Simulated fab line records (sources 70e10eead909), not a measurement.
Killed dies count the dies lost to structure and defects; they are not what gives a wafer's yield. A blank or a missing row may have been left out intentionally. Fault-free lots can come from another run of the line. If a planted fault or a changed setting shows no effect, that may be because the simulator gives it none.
Which tool did it?    flow nand harc    12 lots with 36 wafers sampled at 6 steps, on a route of 1159 steps

## WHAT THE GAUGES SHOWED, per wafer
NHARC_A_BONDPAD_THK_MEAS_20: measures by xrf.
lot   measured      on             thk nm (nm)
L559  day 18 14:22  film metro-01  168.6 170.4 167.4
L561  day 18 15:53  film metro-02  169.9 170.7 167.0
L560  day 18 16:04  film metro-01  168.4 169.3 168.0
L562  day 19 03:22  film metro-02  168.4 168.8 168.8
L564  day 19 04:26  film metro-01  170.8 169.7 172.7
L563  day 19 14:31  film metro-02  169.0 168.9 171.9
L565  day 20 03:16  film metro-01  169.9 170.0 169.2
L572  day 20 21:07  film metro-02  170.7 106.2 169.4
L576  day 22 05:23  film metro-01  170.8 169.8 170.9
L575  day 22 06:32  film metro-02  170.0 169.1 168.1
L577  day 22 07:38  film metro-01  167.7 169.5 169.9
L582  day 24 11:49  film metro-01  167.4 169.0 170.7

NHARC_END_SORT_01.
lot   measured      on         defect limited yield (%)  killed at array  killed at other  killed at periphery  killed dies  killed open  killed short  sort_bin_2_pct (%)  sort_bin_3_pct (%)  sort_bin_4_pct (%)  sort n pass  sort rim yield pct (%)  sort yield pct (%)
L564  day 20 11:01  prober-01  96.9 97.5 96.2            20 12 24         0 0 0            1 5 2                21 17 26     3 4 3        3 2 1         0.4 0.4 1.3         0.44 0.15 0.15      2.2 1.9 2.4         656 660 651  92 96 91                96.9 97.5 96.2
L572  day 22 04:17  prober-02  96.2 0 96.8               23 673 14        0 1 2            3 3 6                26 677 22    4 2 5        2 1 2         1.2 98.7 0.6        0.15 0.30 0         2.5 1.0 2.7         651 0 655    95 0 96                 96.2 0 96.8

## WHAT TOOL EACH LOT RAN ON (gives the tool, then ch and the chambers of the sampled wafers, and finally the start)
lot   NHARC_A_BONDPAD_ETCH_34             NHARC_A_BONDPAD_DEGAS_25      NHARC_A_BONDPAD_PVD_27                   NHARC_A_BONDPAD_ECD_18
L559  rie diel-07 ch 1,2,3, day 18 12:03  pvd sputter-01, day 18 12:55  pvd sputter-01, day 18 13:18 or earlier  ecd cu-01 ch 0,1, day 18 13:18
L561  rie diel-13 ch 0,1,2, day 18 13:37  pvd sputter-01, day 18 14:28  pvd sputter-01, day 18 14:49 or earlier  ecd cu-02 ch 0,1, day 18 14:49
L560  rie diel-13 ch 1,3, day 18 13:46    pvd sputter-03, day 18 14:38  pvd sputter-03, day 18 15:05 or earlier  ecd cu-01 ch 0,1, day 18 15:05
L562  rie diel-01 ch 0,1,3, day 19 01:03  pvd sputter-02, day 19 01:54  pvd sputter-02, day 19 02:17 or earlier  ecd cu-01 ch 0,1, day 19 02:17
L564  rie diel-07 ch 1,2,3, day 19 01:52  pvd sputter-01, day 19 02:44  pvd sputter-01, day 19 03:05 or earlier  ecd cu-01 ch 0,1, day 19 03:05
L563  rie diel-07 ch 2,3, day 19 11:53    pvd sputter-02, day 19 12:47  pvd sputter-02, day 19 13:10 or earlier  ecd cu-01 ch 0,1, day 19 13:10
L565  rie diel-07 ch 2,3, day 20 00:57    pvd sputter-03, day 20 01:49  pvd sputter-01, day 20 02:05             ecd cu-02 ch 0,1, day 20 02:19
L572  rie diel-07 ch 2,3, day 20 18:50    pvd sputter-03, day 20 19:42  pvd sputter-03, day 20 20:07 or earlier  ecd cu-02 ch 0,1, day 20 20:07
L576  rie diel-07 ch 0,1,2, day 22 03:07  pvd sputter-01, day 22 03:57  pvd sputter-01, day 22 04:19 or earlier  ecd cu-01 ch 0,1, day 22 04:19
L575  rie diel-01 ch 0,1,2, day 22 04:16  pvd sputter-03, day 22 05:07  pvd sputter-03, day 22 05:35 or earlier  ecd cu-01 ch 0,1, day 22 05:35
L577  rie diel-07 ch 1,2, day 22 05:09    pvd sputter-01, day 22 06:01  pvd sputter-01, day 22 06:24 or earlier  ecd cu-01 ch 0,1, day 22 06:24
L582  rie diel-07 ch 0,1,3, day 24 09:28  pvd sputter-02, day 24 10:22  pvd sputter-02, day 24 10:43 or earlier  ecd cu-02 ch 0,1, day 24 10:43
- NHARC_A_BONDPAD_ETCH_34: etches the open film in N2/H2, target depth 60 nm, overetch 18 nm, time 65.91 s.
- NHARC_A_BONDPAD_DEGAS_25: time 60 s.
- NHARC_A_BONDPAD_PVD_27: deposits Cu, target thk 30 nm, time 20.49 s.
- NHARC_A_BONDPAD_ECD_18: material Cu, target thk 400 nm.

## AS READ BY THE TOOLS THEMSELVES (means over the sampled wafers that have a number; for cases with no such wafer, the mark the record gives instead)
NHARC_A_BONDPAD_ETCH_34.
lot   tool         drypump motor current A (A)  oes product au (a.u.)  rf fwd power W (W)  rf vpp V (V)  showerhead plenum p Torr (Torr)  throttle valve pct (%)
L559  rie diel-07  5.8                          1.001                  396.2               429.3         2.00                             14.167
L561  rie diel-13  5.8                          0.995                  396.4               428.6         1.96                             14.166
L560  rie diel-13  5.8                          0.988                  396.5               432.4         2.12                             14.171
L562  rie diel-01  5.3                          0.999                  395.4               429.3         1.99                             14.166
L564  rie diel-07  5.8                          0.998                  396.7               430.3         2.00                             14.179
L563  rie diel-07  5.9                          1.002                  396.4               429.3         1.97                             14.175
L565  rie diel-07  5.9                          1.008                  398.0               428.5         1.97                             14.164
L572  rie diel-07  5.6                          0.998                  395.2               428.4         1.95                             14.175
L576  rie diel-07  5.5                          1.005                  396.0               430.5         2.05                             14.176
L575  rie diel-01  5.1                          0.992                  395.4               428.9         1.99                             14.174
L577  rie diel-07  5.6                          1.008                  394.1               428.2         1.98                             14.178
L582  rie diel-07  5.8                          1.001                  398.1               431.0         2.07                             14.181

NHARC_A_BONDPAD_DEGAS_25.
lot   tool            heater power w (W)
L559  pvd sputter-01  470
L561  pvd sputter-01  493
L560  pvd sputter-03  458
L562  pvd sputter-02  492
L564  pvd sputter-01  497
L563  pvd sputter-02  489
L565  pvd sputter-03  474
L572  pvd sputter-03  444
L576  pvd sputter-01  492
L575  pvd sputter-03  467
L577  pvd sputter-01  506
L582  pvd sputter-02  471

NHARC_A_BONDPAD_PVD_27.
lot   tool            throttle valve pct (%)
L559  pvd sputter-01  30.6
L561  pvd sputter-01  30.6
L560  pvd sputter-03  30.1
L562  pvd sputter-02  30.0
L564  pvd sputter-01  30.3
L563  pvd sputter-02  29.7
L565  pvd sputter-01  30.9
L572  pvd sputter-03  29.7
L576  pvd sputter-01  30.7
L575  pvd sputter-03  30.0
L577  pvd sputter-01  30.2
L582  pvd sputter-02  30.3

## THE ANSWER, worked out from the rows above alone
Rule: the usual values come from the lots themselves. Put in order of their means at a reading, lots are off if they are a third of the lots or fewer, leave a main group of 4 or more, and stand apart from it by a gap of 3 or more times the standard deviation of the main group's means; of several such gaps the widest counts. Not used: any main group whose means are identical at the precision the tables above print for the reading. A lot without any number at a reading at which 4 lots or more have one is off too. The other lots that the step has rows for count as sound. Order of review: gauges by route order, followed by the tools' own readings, for which a lot's mean as printed above is used. The first step at which some lot is off is used, and at that step the reading that is off furthest; a lot without a number counts as furthest.
Off: L572 (NHARC_A_BONDPAD_THK_MEAS_20, thk nm). For the main group the mean is 169.4 nm and the standard deviation 0.76.
If a tool, at a process step before that reading, ran all the lots that are off and no sound lot after the first of them, it fits. Gauges at NHARC_A_BONDPAD_THK_MEAS_20: tried the same way as those tools. NHARC_A_BONDPAD_PVD_27: start missing for some lots; hours and lot order therefore follow NHARC_A_BONDPAD_ECD_18. None of those tried fits.

## WHAT THE SIMULATOR HAD INSERTED
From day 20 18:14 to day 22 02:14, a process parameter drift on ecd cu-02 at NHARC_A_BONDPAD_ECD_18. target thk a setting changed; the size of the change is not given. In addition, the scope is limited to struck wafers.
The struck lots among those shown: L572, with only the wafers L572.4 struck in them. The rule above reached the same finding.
